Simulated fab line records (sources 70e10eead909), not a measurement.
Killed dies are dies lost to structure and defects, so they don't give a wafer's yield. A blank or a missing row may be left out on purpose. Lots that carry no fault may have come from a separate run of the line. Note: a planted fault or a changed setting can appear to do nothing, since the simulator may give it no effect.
Which of the tools did it? ; flow nand-harc ; route of 1159 steps, sampled at 1 step: 24 lots, 72 wafers

== WHAT EACH GAUGE READ, for each wafer ==
NHARC_A_CHANNEL_HOLE_D1_CD_MEAS_18.
lot;measured;on;cd-nm (nm)
L074;day 8 06:46;cd-sem-01;102 99 106
L077;day 8 21:26;cd-sem-01;97 102 106
L075;day 8 22:24;cd-sem-03;100 105 103
L076;day 8 22:47;cd-sem-03;97 94 103
L078;day 9 07:47;cd-sem-03;94 97 97
L079;day 9 12:31;cd-sem-01;94 102 104
L080;day 9 15:56;cd-sem-02;99 100 100
L081;day 9 16:07;cd-sem-02;99 102 99
L082;day 10 08:08;cd-sem-01;97 104 99
L083;day 10 09:28;cd-sem-03;100 98 97
L084;day 10 09:43;cd-sem-03;99 98 106
L085;day 11 04:06;cd-sem-01;98 102 99
L087;day 11 11:47;cd-sem-03;98 101 99
L086;day 11 12:05;cd-sem-01;99 101 104
L090;day 12 07:50;cd-sem-01;105 99 95
L088;day 12 08:11;cd-sem-01;95 105 99
L091;day 12 08:20;cd-sem-02;94 101 102
L089;day 12 10:12;cd-sem-01;99 100 92
L092;day 12 16:00;cd-sem-02;97 95 98
L093;day 12 17:21;cd-sem-01;103 95 101
L096;day 13 16:18;cd-sem-01;102 103 105
L094;day 13 17:07;cd-sem-02;98 101 92
L097;day 13 18:23;cd-sem-02;104 100 107
L095;day 13 19:08;cd-sem-01;97 104 98

== WHAT TOOL EACH LOT RAN ON (gives the tool, then ch and the chambers of the sampled wafers, and finally the start) ==
The record shows no process step preceding these readings.

== WHAT THE TOOLS THEMSELVES READ (means of the sampled wafers that have a number; where no wafer has one, the mark that the record gives instead) ==
The record holds no such reading with a usual standard deviation.

== THE ANSWER, worked out from the rows above alone ==
Rule: the usual values come from the lots themselves. The widest of any qualifying gaps counts: lots, ordered by their means at a reading, are off when they make up no more than a third of the lots, leave a main group of 4 or more, and stand apart from it by 3 or more times the standard deviation of that group's means. A main group whose means are all the same, to the digits that the tables above print for the reading, isn't used. A lot without any number at a reading at which 4 lots or more have one is off too. Any other lot the step has rows for is counted as sound. First the gauges in route order, then the tools' own readings, where a lot's mean is used as printed above. The first step at which some lot is off is used, and at that step the reading that is off furthest; a lot without a number counts as furthest.
No lot is off at any reading shown: from this, nothing can be told.

== WHAT HAD BEEN PUT IN BY THE SIMULATOR ==
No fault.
